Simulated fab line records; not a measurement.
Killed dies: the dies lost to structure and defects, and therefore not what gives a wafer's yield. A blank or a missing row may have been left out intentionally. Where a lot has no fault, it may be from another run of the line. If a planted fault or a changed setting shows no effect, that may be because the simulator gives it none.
What tool caused it? -- flow n5-finfet -- 12 lots, 35 wafers sampled, at 4 steps of a route of 1938

WHAT THE GAUGES READ, wafer by wafer
Not one reading of a measure or inspect step in the record can be checked against a usual standard deviation.

WHICH TOOL RAN EACH LOT (tool, then ch and the chambers of the sampled wafers, then the start)
lot,N5_SD_EPI_N_ETCH_16,N5_SD_EPI_N_STRIP_38,N5_SD_EPI_P_SD_RECESS_17,N5_SD_ACTIVATION_LSA_01
L802,"rie-diel-01 ch 1,2, day 3 03:17","plasma-asher-01 ch 0,1, day 3 03:27","rie-si-02 ch 1,2,3, day 3 08:17","laser-anneal-01 ch 0, day 3 12:26"
L803,"rie-diel-06 ch 0,1, day 3 14:23","plasma-asher-01 ch 0,1, day 3 14:33","rie-si-02 ch 0,2,3, day 3 19:35","laser-anneal-01 ch 0, day 3 23:43"
L810,"rie-diel-06 ch 2,3, day 5 10:06","plasma-asher-02 ch 0,1, day 5 10:17","rie-si-03 ch 0,1, day 5 14:38","laser-anneal-02 ch 0, day 5 18:10"
L812,"rie-diel-03 ch 0,2,3, day 6 00:25","plasma-asher-02 ch 1, day 6 00:35","rie-si-06 ch 1,2, day 6 05:35","laser-anneal-02 ch 0, day 6 10:48"
L814,"rie-diel-06 ch 1,2,3, day 6 07:52","plasma-asher-01 ch 0,1, day 6 08:02","rie-si-03 ch 1,2,3, day 6 12:22","laser-anneal-02 ch 0, day 6 17:41"
L815,"rie-diel-06 ch 1,2, day 6 12:53","plasma-asher-01 ch 0,1, day 6 13:11","rie-si-02 ch 1,2, day 6 17:35","laser-anneal-02 ch 0, day 6 21:42"
L816,"rie-diel-01 ch 0,1,3, day 6 15:47","plasma-asher-01 ch 0,1, day 6 15:56","rie-si-06 ch 2,3, day 6 23:23","laser-anneal-02 ch 0, day 7 04:40"
L818,"rie-diel-01 ch 1,3, day 7 01:35","plasma-asher-01 ch 0,1, day 7 01:44","rie-si-06 ch 1,2,3, day 7 07:50","laser-anneal-02 ch 0, day 7 13:04"
L819,"rie-diel-01 ch 1,3, day 7 12:22","plasma-asher-02 ch 1, day 7 12:32","rie-si-03 ch 0,2, day 7 19:11","laser-anneal-02 ch 0, day 8 00:26"
L821,"rie-diel-06 ch 1,2,3, day 7 21:40","plasma-asher-01 ch 0,1, day 7 21:50","rie-si-03 ch 1,2, day 8 03:47","laser-anneal-02 ch 0, day 8 09:10"
L822,"rie-diel-06 ch 0,2,3, day 8 03:46","plasma-asher-01 ch 0,1, day 8 03:56","rie-si-02 ch 1,2, day 8 08:54","laser-anneal-02 ch 0, day 8 14:38"
L824,"rie-diel-01 ch 0,1,2, day 8 15:24","plasma-asher-01 ch 0,1, day 8 15:35","rie-si-03 ch 0,2,3, day 8 22:08","laser-anneal-02 ch 0, day 9 02:25"
- N5_SD_EPI_N_ETCH_16: etches SiO2 in CHF3/O2, target depth 5 nm.
- N5_SD_EPI_N_STRIP_38: strips in N2/H2.
- N5_SD_EPI_P_SD_RECESS_17: chemistry HBr/Cl2/O2, target depth 39.1 nm, bt time 3 s.
- N5_SD_ACTIVATION_LSA_01: time 0.0008 s.

AS READ BY THE TOOLS THEMSELVES (means over the sampled wafers that have a number; for cases with no such wafer, the mark the record gives instead)
N5_SD_EPI_N_ETCH_16. Usual: drypump-motor-current-A 5.9 A, standard deviation 0.45; oes_o_777_au 0.78 a.u., standard deviation 0.071; oes-product-au 0.78 a.u., standard deviation 0.07; rf-vpp-V 521 V, standard deviation 14; showerhead-plenum-p-Torr 2.44 Torr, standard deviation 0.067; throttle-valve-pct 18.97 %, standard deviation 0.22.
lot,tool,drypump-motor-current-A (A),oes_o_777_au (a.u.),oes-product-au (a.u.),rf-vpp-V (V),showerhead-plenum-p-Torr (Torr),throttle-valve-pct (%),flag
L802,rie-diel-01,6.0,0.72,0.72,525,2.39,19.05,
L803,rie-diel-06,6.2,0.73,0.76,524,2.51,19.11,
L810,rie-diel-06,5.4,0.80,0.80,514,2.42,18.81,
L812,rie-diel-03,5.9,0.78,0.77,515,2.39,18.77,
L814,rie-diel-06,5.7,0.77,0.77,523,2.46,18.98,
L815,rie-diel-06,6.1,0.70,0.72,527,2.46,19.07,
L816,rie-diel-01,6.2,0.74,0.75,531,2.40,19.04,
L818,rie-diel-01,6.0,0.72,0.72,529,2.34,19.05,
L819,rie-diel-01,6.0,0.72,0.72,532,2.35,19.12,
L821,rie-diel-06,5.7,0.75,0.76,522,2.45,19.00,
L822,rie-diel-06,5.5,0.79,0.79,510,2.46,18.90,
L824,rie-diel-01,6.2,0.78,0.80,526,2.43,18.97,

N5_SD_EPI_N_STRIP_38. Usual: drypump-motor-current-A 5.2 A, standard deviation 0.32; heater-power-w 333 W, standard deviation 40; oes-product-au 0.760 a.u., standard deviation 0.011.
lot,tool,drypump-motor-current-A (A),heater-power-w (W),oes-product-au (a.u.),flag
L802,plasma-asher-01,4.9,344,0.759,
L803,plasma-asher-01,4.9,344,0.765,
L810,plasma-asher-02,5.5,294,0.748,
L812,plasma-asher-02,5.4,261,0.773,
L814,plasma-asher-01,4.9,352,0.765,
L815,plasma-asher-01,4.9,348,0.753,
L816,plasma-asher-01,4.9,359,0.760,
L818,plasma-asher-01,4.9,349,0.760,
L819,plasma-asher-02,5.4,260,0.762,
L821,plasma-asher-01,4.9,351,0.755,
L822,plasma-asher-01,4.9,356,0.753,
L824,plasma-asher-01,4.9,345,0.758,

N5_SD_EPI_P_SD_RECESS_17. Usual: drypump-motor-current-A 5.5 A, standard deviation 0.51; oes_o_777_au 0.992 a.u., standard deviation 0.019; oes-product-au 0.996 a.u., standard deviation 0.017; throttle-valve-pct 36.8 %, standard deviation 0.33.
lot,tool,drypump-motor-current-A (A),oes_o_777_au (a.u.),oes-product-au (a.u.),throttle-valve-pct (%),flag
L802,rie-si-02,5.9,1.001,1.011,36.9,
L803,rie-si-02,5.9,0.979,0.993,36.7,
L810,rie-si-03,5.7,0.986,1.007,36.8,
L812,rie-si-06,5.4,0.986,0.977,37.1,
L814,rie-si-03,5.2,0.992,0.996,36.8,
L815,rie-si-02,5.9,1.015,1.020,36.8,
L816,rie-si-06,5.1,1.003,0.993,36.5,
L818,rie-si-06,5.2,0.994,0.988,36.8,
L819,rie-si-03,5.3,0.978,0.986,36.7,
L821,rie-si-03,5.0,0.981,0.946,36.6,
L822,rie-si-02,6.2,1.010,1.005,36.5,
L824,rie-si-03,5.4,0.996,0.953,36.8,

N5_SD_ACTIVATION_LSA_01. Usual: wafer_temp_C_max at 1084.5, with a standard deviation of 1.
lot,tool,wafer_temp_C_max,flag
L802,laser-anneal-01,1082.2,
L803,laser-anneal-01,1083.7,
L810,laser-anneal-02,1084.7,
L812,laser-anneal-02,1084.6,
L814,laser-anneal-02,1084.3,
L815,laser-anneal-02,1084.7,
L816,laser-anneal-02,1084.4,
L818,laser-anneal-02,1084.4,
L819,laser-anneal-02,1084.8,
L821,laser-anneal-02,1084.7,
L822,laser-anneal-02,1084.4,
L824,laser-anneal-02,1085.2,

THE ANSWER, worked out from the rows above alone
Rule: take the mean of a lot's wafers that have a number; if it is more than 3 standard deviations from the usual mean, the lot is off. A lot without any number at a reading at which 4 lots or more have one is off too. Any other lot the step has rows for is counted as sound. First the gauges in route order, then the tools' own readings, where a lot's mean is used as printed above. At the first step where some lot is off, the reading lying furthest off is the one used; lots without a number count as furthest.
No lot is off on any of the readings shown, so nothing can be concluded from this.

WHAT WAS PUT IN BY THE SIMULATOR
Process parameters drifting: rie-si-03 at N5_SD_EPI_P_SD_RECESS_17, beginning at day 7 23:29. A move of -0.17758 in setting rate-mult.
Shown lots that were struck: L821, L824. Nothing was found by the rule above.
